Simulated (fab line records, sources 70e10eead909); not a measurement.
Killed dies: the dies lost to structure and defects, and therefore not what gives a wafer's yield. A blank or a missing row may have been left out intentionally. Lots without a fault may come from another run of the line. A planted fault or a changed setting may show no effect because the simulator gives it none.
Problem report, 8D (eight disciplines) form, completed by code | flow nand_harc | the parts of the form that need people (team, actions taken, sign-off) are left out

## 1. PROBLEM STATEMENT
Mean of thk_nm at NHARC_THIN_TSV_THK_MEAS_02: 6110 nm across 6 wafers in 2 lots; on wafers with no fault it is 2983 nm (standard deviation 230). Measured from the usual mean, that is +14 standard deviations.
The step: measures by ir.
First seen on wafer L195.1, day 28 11:31, on film_metro-02. The record has a number at this step for 36 wafers belonging to 12 lots. The rule behind "out" and "out of limits": a value lying over 4 standard deviations away from the usual mean. The rest of the wafers with a number are treated as sound.

## 2. WHAT IT IS; WHAT IT IS NOT
question                    | is                     | is not
which readings at this step | thk_nm                 | -
which lots                  | L194, L195             | L183, L184, L185, L187, L197, L198, L199, L200, L202, L205
which wafers of those lots  | all that have a number | -
read on which gauges        | film_metro-02          | film_metro-01
when                        | from day 28 11:31      | up to then (12 sound wafers); but 18 sound wafers of L197, L198, L199, L200, L202, L205 came after

## 3. SUSPECTS, AND WHAT RULES EACH OUT
Counting: a tool at any process step up to the reading remains a suspect when it ran all the lots that are out and ran no sound lot after the first of those.
- the gauge at NHARC_THIN_TSV_THK_MEAS_02: ruled out. All the wafers that are out were read on film_metro-02, but those of them that NHARC_END_SORT_01 has rows for are out there too, on other tools.
- cmp-01 at NHARC_THIN_TSV_CMP_01 (polishes): ruled out as a lasting fault. The sound lots L202, L205 went through it after L195, its earliest lot that is out (day 28 11:17).
Left after counting: nothing in the record.

## 4. THE CAUSE (what the simulator had put in)
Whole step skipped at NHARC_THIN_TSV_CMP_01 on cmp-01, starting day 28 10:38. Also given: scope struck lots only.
It was ruled out by counting, in error; the rule expects a fault to strike all lots run on its tool from its start on, and this fault did not.

## 5. THE EFFECT CHAIN, in route order
Each row: a reading whose mean over the struck wafers that have a number lies more than 3 standard deviations from the usual. Only readings for which the record gives a usual standard deviation are gone through. hours: the time from each lot's start at the first step in this table that gives one to its start at this step, as a median over the lots. sigmas: the change in usual standard deviations.
hours | step                       | reading              | usual   | on struck wafers | change | sigmas
0     | NHARC_THIN_TSV_THK_MEAS_02 | thk_nm               | 2983 nm | 6110             | +3127  | +14
17    | NHARC_END_SORT_01          | defect_limited_yield | 90.2 %  | 0.0              | -90.2  | -39
17    | NHARC_END_SORT_01          | killed_at_other      | 0.8     | 622.2            | +621.4 | +99 or more
17    | NHARC_END_SORT_01          | killed_dies          | 66      | 677              | +611   | +41
Readings that are blank on the struck wafers while sound wafers have them: edge_zone_pressure_frac at NHARC_THIN_TSV_CMP_01; motor_current_A at NHARC_THIN_TSV_CMP_01.

## 6. WHAT WOULD HAVE CAUGHT IT SOONER
In this record the first reading out of limits at a measuring or inspecting step was taken at day 28 11:31, 1 hour after the fault began at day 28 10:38.
At NHARC_THIN_TSV_CMP_01 the tool's readings are blank on the struck wafers, where sound wafers have them: an empty tool record is the first sign, and it was there at once.
